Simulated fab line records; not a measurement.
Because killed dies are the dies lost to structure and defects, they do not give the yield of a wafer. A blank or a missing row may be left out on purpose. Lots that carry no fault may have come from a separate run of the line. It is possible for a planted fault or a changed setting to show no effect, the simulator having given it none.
Which tool is to blame? :: flow n5Finfet :: Sampling: 10 lots, 28 wafers, 5 of 1938 route steps

## WHAT EACH GAUGE READ, for each wafer
N5_BEOL_M4_RC_MEAS_101.
lot: L383
measured: day 8 10:06
on: prober-01
DIBL_N (mV/V): 36.0 37.1 36.7

lot: L384
measured: day 8 07:37
on: prober-01
DIBL_N (mV/V): 36.4 34.2 34.7

lot: L387
measured: day 9 03:26
on: prober-01
DIBL_N (mV/V): 39.0 39.3 34.0

lot: L392
measured: day 10 15:37
on: prober-02
DIBL_N (mV/V): 35.6 36.9

lot: L394
measured: day 11 04:14
on: prober-01
DIBL_N (mV/V): 37.1 38.4

lot: L400
measured: day 12 18:06
on: prober-02
DIBL_N (mV/V): 34.7 36.5 36.4

lot: L403
measured: day 13 11:05
on: prober-02
DIBL_N (mV/V): 34.7 37.6 34.3

lot: L404
measured: day 13 10:17
on: prober-01
DIBL_N (mV/V): 37.4 35.4 34.9

lot: L405
measured: day 13 17:25
on: prober-02
DIBL_N (mV/V): 34.7 35.7 37.3

lot: L406
measured: day 14 05:07
on: prober-02
DIBL_N (mV/V): 36.1 32.9 36.1

## EACH LOT AND THE TOOL THAT RAN IT (in order: tool; ch and the chambers of the sampled wafers; start)
lot: L383
N5_BEOL_M2_SPUTTER_94: pvdSputter-02, day 6 23:17
N5_BEOL_M2_ANNEAL_95: pvdSputter-02, day 6 23:22
N5_BEOL_M2_PRE_CLEAN_60: cvdCo-02 ch 0,1,2, day 7 00:23
N5_BEOL_M2_CO_CAP_55: cvdCo-02 ch 0,1,2, day 7 00:25

lot: L384
N5_BEOL_M2_SPUTTER_94: pvdSputter-01, day 7 02:57
N5_BEOL_M2_ANNEAL_95: pvdSputter-01, day 7 03:02
N5_BEOL_M2_PRE_CLEAN_60: cvdCo-02 ch 0,1, day 7 04:02
N5_BEOL_M2_CO_CAP_55: cvdCo-02 ch 0,1, day 7 04:05

lot: L387
N5_BEOL_M2_SPUTTER_94: pvdSputter-03, day 8 04:10
N5_BEOL_M2_ANNEAL_95: pvdSputter-03, day 8 04:15
N5_BEOL_M2_PRE_CLEAN_60: cvdCo-02 ch 0,2, day 8 05:26
N5_BEOL_M2_CO_CAP_55: cvdCo-02 ch 0,2, day 8 05:29

lot: L392
N5_BEOL_M2_SPUTTER_94: pvdSputter-03, day 9 07:50
N5_BEOL_M2_ANNEAL_95: pvdSputter-03, day 9 07:55
N5_BEOL_M2_PRE_CLEAN_60: cvdCo-02 ch 0,2, day 9 09:10
N5_BEOL_M2_CO_CAP_55: cvdCo-02 ch 0,2, day 9 09:14

lot: L394
N5_BEOL_M2_SPUTTER_94: pvdSputter-01, day 9 12:38
N5_BEOL_M2_ANNEAL_95: pvdSputter-01, day 9 12:45
N5_BEOL_M2_PRE_CLEAN_60: cvdCo-02 ch 0,2, day 9 14:05
N5_BEOL_M2_CO_CAP_55: cvdCo-02 ch 0,2, day 9 14:08

lot: L400
N5_BEOL_M2_SPUTTER_94: pvdSputter-01, day 11 12:26
N5_BEOL_M2_ANNEAL_95: pvdSputter-01, day 11 12:31
N5_BEOL_M2_PRE_CLEAN_60: cvdCo-01 ch 1,2, day 11 13:29
N5_BEOL_M2_CO_CAP_55: cvdCo-01 ch 1,2, day 11 13:32

lot: L403
N5_BEOL_M2_SPUTTER_94: pvdSputter-01, day 12 02:10
N5_BEOL_M2_ANNEAL_95: pvdSputter-01, day 12 02:15
N5_BEOL_M2_PRE_CLEAN_60: cvdCo-02 ch 0,1, day 12 03:13
N5_BEOL_M2_CO_CAP_55: cvdCo-02 ch 0,1, day 12 03:15

lot: L404
N5_BEOL_M2_SPUTTER_94: pvdSputter-01, day 12 09:16
N5_BEOL_M2_ANNEAL_95: pvdSputter-01, day 12 09:21
N5_BEOL_M2_PRE_CLEAN_60: cvdCo-01 ch 0,2, day 12 10:19
N5_BEOL_M2_CO_CAP_55: cvdCo-01 ch 0,2, day 12 10:21

lot: L405
N5_BEOL_M2_SPUTTER_94: pvdSputter-01, day 12 18:10
N5_BEOL_M2_ANNEAL_95: pvdSputter-01, day 12 18:14
N5_BEOL_M2_PRE_CLEAN_60: cvdCo-01 ch 0,1,2, day 12 19:12
N5_BEOL_M2_CO_CAP_55: cvdCo-01 ch 0,1,2, day 12 19:14

lot: L406
N5_BEOL_M2_SPUTTER_94: pvdSputter-03, day 13 00:38
N5_BEOL_M2_ANNEAL_95: pvdSputter-03, day 13 00:43
N5_BEOL_M2_PRE_CLEAN_60: cvdCo-02 ch 1,2, day 13 01:40
N5_BEOL_M2_CO_CAP_55: cvdCo-02 ch 1,2, day 13 01:43
- N5_BEOL_M2_SPUTTER_94: material Cu, target thk 4.5 nm, time 8.29 s.
- N5_BEOL_M2_ANNEAL_95: time 240 s.
- N5_BEOL_M2_PRE_CLEAN_60: time 15 s.
- N5_BEOL_M2_CO_CAP_55: material Co, precursor CCTBA/H2, target thk 2 nm, time 102.1 s.

## THE ANSWER, worked out from the rows above alone
Rule: the lots themselves supply what counts as usual. Put in order of their means at a reading, lots are off if they are a third of the lots or fewer, leave a main group of 4 or more, and stand apart from it by a gap of 3 or more times the standard deviation of the main group's means; of several such gaps the widest counts. Not used: any main group whose means are identical at the precision the tables above print for the reading. Also off: a lot with no number at a reading for which 4 or more lots have one. The other lots that the step has rows for count as sound.
Across all readings shown, no lot is off: no conclusion can be drawn from this.

## WHAT THE SIMULATOR PUT IN
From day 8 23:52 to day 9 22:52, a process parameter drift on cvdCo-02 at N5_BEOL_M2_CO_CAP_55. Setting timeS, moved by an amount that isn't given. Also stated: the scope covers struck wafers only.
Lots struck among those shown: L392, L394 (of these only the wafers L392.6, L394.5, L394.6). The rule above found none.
